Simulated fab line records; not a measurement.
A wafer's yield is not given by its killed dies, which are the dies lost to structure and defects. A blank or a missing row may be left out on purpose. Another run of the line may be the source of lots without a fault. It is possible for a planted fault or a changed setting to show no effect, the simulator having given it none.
fab line records ; flow nand-harc ; part 2 of 2: steps 37 to 42 of 42
record lots=5; wafers=15; last-day=32
route steps=1302 shown P_STI@107 P_GATE@110
lots that met no fault: from a run of the same line without faults
start-h: start of the lot's first displayed wafer, in hours after the record's first day ; wait-h: how many hours have passed since the lot's step before this one ; " unchanged from the row above ; L1.1+2: several wafers, shown together as one row ; - no value, or no start was given ; * or withheld: withheld ; < > ~ a bound
route shown NAME@n: a module of which the file shows steps, and the number in the route of the first ; usual: the fault-free wafers' mean and standard deviation ; same: alike in all rows ; chamber/n: place in a boat ; sites: the reading at each site ; _std_site: standard deviation across them ; _edge_site: the outer-site mean with the inner-site mean subtracted ; radius-mm: for every site, how far away it sits from the centre of the wafer ; mask NAME#n: copy n ; behind: the tool/chamber that last shaped the wafer ; hold: why the lot was held/for how many hours/how that ended ; device: whichever transistor did not switch (one of n, p or np) ; end of line: the route-end tests of the same wafers ; a step with no rows: only its recipe ; killed: the dies lost at the first sort to structure and to defects; this is not the yield of the wafer ; map: shows each die of a wafer: x if killed, . if not, _ if none is there
set.NAME: the setting as run; set.NAME@STEP: as run at that earlier step ; model.NAME: the simulator's own value behind a step, which no gauge read
lots at some steps of the route; a table a step, a row a wafer
services: a tool's chamber out of use, with start hour (start-h, from the record's first day; less than 0 if before it), hours out, and reason
## steps
# step NHARC_P_GATE_INSPECT_28
# usual raw-defect-count=6.0/3
lot.wafer;tool;chamber;start-h;wait-h;raw-defect-count
L077.2;defect-inspect-01;-;129.29;0.0;8
L077.5;defect-inspect-01;-;129.29;0.0;9
L077.6;defect-inspect-01;-;129.29;0.0;7
L082.1;defect-inspect-01;-;178.88;0.0;4
L082.4;defect-inspect-01;-;178.88;0.0;4
L082.6;defect-inspect-01;-;178.88;0.0;5
L086.2;defect-inspect-01;-;216.22;0.0;6
L086.3;defect-inspect-01;-;216.22;0.0;7
L086.4;defect-inspect-01;-;216.22;0.0;4
L088.3;defect-inspect-02;-;241.59;0.0;1
L088.5;defect-inspect-02;-;241.59;0.0;8
L088.6;defect-inspect-02;-;241.59;0.0;9
L092.1;defect-inspect-01;-;279.12;0.0;11
L092.3;defect-inspect-01;-;279.12;0.0;5
L092.6;defect-inspect-01;-;279.12;0.0;15
# step NHARC_P_GATE_DESCUM_31
# recipe time-s=3; o2-flow-sccm=200; ar-flow-sccm=0; bias-power-w=0; chemistry=O2
# usual drypump-motor-current-A=5.7/0.54; oes-product-au=0.999/0.0077; rf-vpp-V=57.9/0.82; showerhead-plenum-p-Torr=1.93/0.078; throttle-valve-pct=11.313/0.009
lot.wafer;tool;chamber;start-h;wait-h;drypump-motor-current-A;oes-product-au;rf-hours-counter-h;rf-vpp-V;showerhead-plenum-p-Torr;throttle-valve-pct
L077.2;rie-diel-11;3;129.35;0.1;6.5;1.008;0.9;58.8;1.96;11.320
L077.5;rie-diel-11;3;129.35;0.1;6.5;1.013;-;58.1;1.96;11.314
L077.6;rie-diel-11;0;129.35;0.1;5.2;1.005;-;58.5;1.96;11.301
L082.4;rie-diel-11;2;178.94;0.1;5.8;1.002;4.1;59.0;1.86;11.324
L082.1;rie-diel-11;1;178.94;0.1;6.6;1.002;4.5;57.2;1.91;11.317
L082.6;rie-diel-11;3;178.94;0.1;6.5;1.009;-;57.7;1.96;11.307
L086.2;rie-diel-11;3;216.28;0.1;6.5;1.001;5.6;57.9;1.96;11.293
L086.4;rie-diel-11;0;216.28;0.1;5.2;1.002;6.2;57.5;1.95;11.303
L086.3;rie-diel-11;2;216.28;0.1;5.8;1.000;5.8;56.7;1.86;11.322
L088.3;rie-diel-09;3;241.66;0.1;5.8;1.003;3.7;58.2;2.00;11.306
L088.6;rie-diel-09;2;241.66;0.1;4.8;0.993;-;58.4;2.02;11.312
L088.5;rie-diel-09;3;241.66;0.1;5.8;1.005;-;57.9;2.00;11.330
L092.1;rie-diel-09;1;279.18;0.1;5.2;1.009;4.1;58.8;2.05;11.325
L092.3;rie-diel-09;2;279.18;0.1;4.8;0.999;3.9;59.9;2.02;11.326
L092.6;rie-diel-09;1;279.18;0.1;5.2;0.999;-;58.0;2.05;11.306
# step NHARC_P_GATE_ETCH_104
# recipe target-depth-a=600; time-s=withheld; cf4-flow-sccm=100; chf3-flow-sccm=30; ar-flow-sccm=0; rf-w=500; bias-w=200; chemistry=CF4/CHF3
# usual cf4-flow-sccm=100.00/0.28; drypump-motor-current-A=5.7/0.54; oes-product-au=0.943/0.022; rf-vpp-V=371.1/2.2; showerhead-plenum-p-Torr=1.59/0.062; throttle-valve-pct=16.803/0.0093
lot.wafer;tool;chamber;start-h;wait-h;cf4-flow-sccm;drypump-motor-current-A;oes-product-au;rf-vpp-V;showerhead-plenum-p-Torr;throttle-valve-pct
L077.2;rie-diel-11;1;129.43;0.1;99.58;6.7;0.977;370.0;1.57;16.812
L077.6;rie-diel-11;1;129.43;0.1;100.14;6.7;0.976;370.2;1.57;16.801
L077.5;rie-diel-11;2;129.43;0.1;99.84;5.8;0.987;369.8;1.54;16.816
L082.1;rie-diel-11;3;179.03;0.1;100.28;6.5;0.920;372.9;1.61;16.803
L082.4;rie-diel-11;1;179.03;0.1;100.10;6.7;0.915;370.7;1.57;16.808
L082.6;rie-diel-11;3;179.03;0.1;99.91;6.5;0.924;372.0;1.61;16.798
L086.3;rie-diel-11;1;216.36;0.1;100.23;6.7;0.980;369.0;1.57;16.808
L086.4;rie-diel-11;3;216.36;0.1;99.87;6.5;0.959;372.6;1.61;16.820
L086.2;rie-diel-11;0;216.36;0.1;100.84;5.2;0.963;372.1;1.61;16.805
L088.3;rie-diel-09;2;241.75;0.1;99.44;4.8;0.917;374.1;1.65;16.825
L088.5;rie-diel-09;0;241.75;0.1;100.44;5.5;0.919;372.6;1.61;16.820
L088.6;rie-diel-09;1;241.75;0.1;99.96;5.2;0.930;373.4;1.68;16.813
L092.1;rie-diel-09;0;279.28;0.1;100.21;5.5;0.919;371.3;1.61;16.791
L092.3;rie-diel-09;1;279.28;0.1;99.77;5.2;0.921;373.2;1.68;16.801
L092.6;rie-diel-09;2;279.28;0.1;100.14;4.8;0.908;374.2;1.65;16.778
# step NHARC_P_GATE_HM_OPEN_105
# recipe target-depth-a=3600; o2-flow-sccm=400; cos-flow-sccm=20; ar-flow-sccm=0; rf-w=500; bias-w=300; chemistry=O2/COS
# usual drypump-motor-current-A=5.7/0.55; oes-product-au=1.000/0.0069; rf-vpp-V=467.8/2.9; showerhead-plenum-p-Torr=3.15/0.13; throttle-valve-pct=28.331/0.0095
lot.wafer;tool;chamber;start-h;wait-h;drypump-motor-current-A;oes-product-au;rf-hours-counter-h;rf-vpp-V;showerhead-plenum-p-Torr;throttle-valve-pct
L077.2;rie-diel-11;2;-;-;5.8;1.008;1.4;467.2;3.05;28.308
L077.6;rie-diel-11;0;-;-;5.2;0.999;-;469.4;3.19;28.330
L077.5;rie-diel-11;1;-;-;6.7;0.998;-;468.4;3.11;28.347
L082.1;rie-diel-11;2;-;-;5.8;1.005;4.1;466.8;3.05;28.340
L082.4;rie-diel-11;0;-;-;5.2;1.003;4.2;468.4;3.19;28.331
L082.6;rie-diel-11;1;-;-;6.7;1.006;-;465.7;3.11;28.322
L086.4;rie-diel-11;1;-;-;6.7;1.000;6.4;467.2;3.11;28.335
L086.3;rie-diel-11;2;-;-;5.8;1.009;5.9;465.4;3.04;28.329
L086.2;rie-diel-11;0;-;-;5.2;1.010;6.2;469.4;3.19;28.342
L088.3;rie-diel-09;0;-;-;5.5;0.995;3.7;468.6;3.19;28.333
L088.5;rie-diel-09;1;-;-;5.2;1.005;-;472.8;3.34;28.317
L088.6;rie-diel-09;2;-;-;4.8;0.981;-;471.2;3.28;28.325
L092.1;rie-diel-09;0;-;-;5.5;1.004;4.3;468.0;3.19;28.320
L092.3;rie-diel-09;1;-;-;5.2;1.001;4.1;472.0;3.34;28.321
L092.6;rie-diel-09;1;-;-;5.2;1.012;-;471.5;3.34;28.339
# step NHARC_P_GATE_STRIP_106
# recipe o2-flow-sccm=400; cos-flow-sccm=20; ar-flow-sccm=0; bias-w=0; chemistry=O2/COS
lot.wafer;tool;chamber;start-h;wait-h
L077.2+5+6;rie-diel-11;2,3,0;-;-
L082.1+4+6;rie-diel-11;2,1,2;-;-
L086.2+4+3;rie-diel-11;0,1,3;-;-
L088.3+5+6;rie-diel-09;3,3,0;-;-
L092.1+3+6;rie-diel-09;1,2,0;-;-
# step NHARC_P_GATE_ETCH_114
# recipe target-depth-a=300; overetch-a=30; time-s=16.5; ion-energy-ev=100; cf4-flow-sccm=80; o2-flow-sccm=20; ar-flow-sccm=0; rf-w=300; bias-w=100; chemistry=CF4/O2
# usual cf4-flow-sccm=80.02/0.25; drypump-motor-current-A=5.7/0.54; oes-product-au=1.001/0.0071; rf-vpp-V=198.1/1.4; showerhead-plenum-p-Torr=1.35/0.055; throttle-valve-pct=13.398/0.0085
lot.wafer;tool;chamber;start-h;wait-h;cf4-flow-sccm;drypump-motor-current-A;oes-product-au;rf-hours-counter-h;rf-vpp-V;showerhead-plenum-p-Torr;throttle-valve-pct
L077.2;rie-diel-11;0;-;-;80.15;5.2;1.002;1.0;199.9;1.36;13.401
L077.6;rie-diel-11;3;-;-;80.04;6.4;1.002;-;199.1;1.37;13.420
L077.5;rie-diel-11;0;-;-;80.06;5.2;1.005;-;199.3;1.36;13.394
L082.4;rie-diel-11;2;-;-;80.13;5.8;1.015;4.2;197.4;1.30;13.398
L082.1;rie-diel-11;3;-;-;80.00;6.4;1.010;3.9;197.4;1.37;13.413
L082.6;rie-diel-11;2;-;-;79.91;5.8;1.008;-;197.6;1.30;13.391
L086.2;rie-diel-11;1;-;-;79.93;6.6;0.994;6.5;197.8;1.33;13.401
L086.4;rie-diel-11;2;-;-;79.97;5.8;1.008;5.9;197.5;1.30;13.425
L086.3;rie-diel-11;0;-;-;80.38;5.2;0.996;6.2;198.2;1.36;13.407
L088.3;rie-diel-09;2;-;-;80.19;4.8;0.992;3.4;198.7;1.40;13.396
L088.5;rie-diel-09;0;-;-;80.19;5.5;1.011;-;199.5;1.37;13.394
L088.6;rie-diel-09;1;-;-;79.97;5.2;1.003;-;199.8;1.43;13.398
L092.3;rie-diel-09;0;-;-;80.20;5.5;0.996;4.4;198.0;1.37;13.385
L092.1;rie-diel-09;2;-;-;79.81;4.8;0.986;3.9;199.2;1.40;13.391
L092.6;rie-diel-09;0;-;-;80.30;5.5;0.994;-;198.6;1.37;13.390
## services
tool;chamber;start-h;hours;kind
litho-track-07;-;76.00;7.0;pm
rie-diel-11;-;78.50;9.0;pm
krf-scanner-03;-;80.33;2.3;repair
wet-bench-01;-;101.60;8.0;pm
furnace-05;-;116.00;26.0;pm
litho-track-05;-;124.00;7.0;pm
litho-track-01;-;155.01;7.0;pm
litho-track-06;-;179.00;7.0;pm
rie-diel-09;0;186.43;3.3;repair
rie-diel-11;3;189.06;3.3;repair
litho-track-04;-;203.00;7.0;pm
wet-bench-04;-;215.23;1.3;repair
wet-bench-01;-;220.22;5.8;repair
litho-track-02;-;227.00;7.0;pm
wet-bench-04;-;227.20;8.0;pm
rie-diel-09;1;236.67;3.8;repair
wet-bench-02;-;244.00;8.0;pm
litho-track-07;-;251.00;7.0;pm
rie-diel-09;0;255.07;1.9;repair
rie-diel-11;-;255.50;9.0;pm
wet-bench-02;-;259.45;4.3;repair
rie-diel-11;3;266.48;2.5;repair
wet-bench-01;-;277.60;8.0;pm
rie-diel-09;3;279.01;10.7;repair
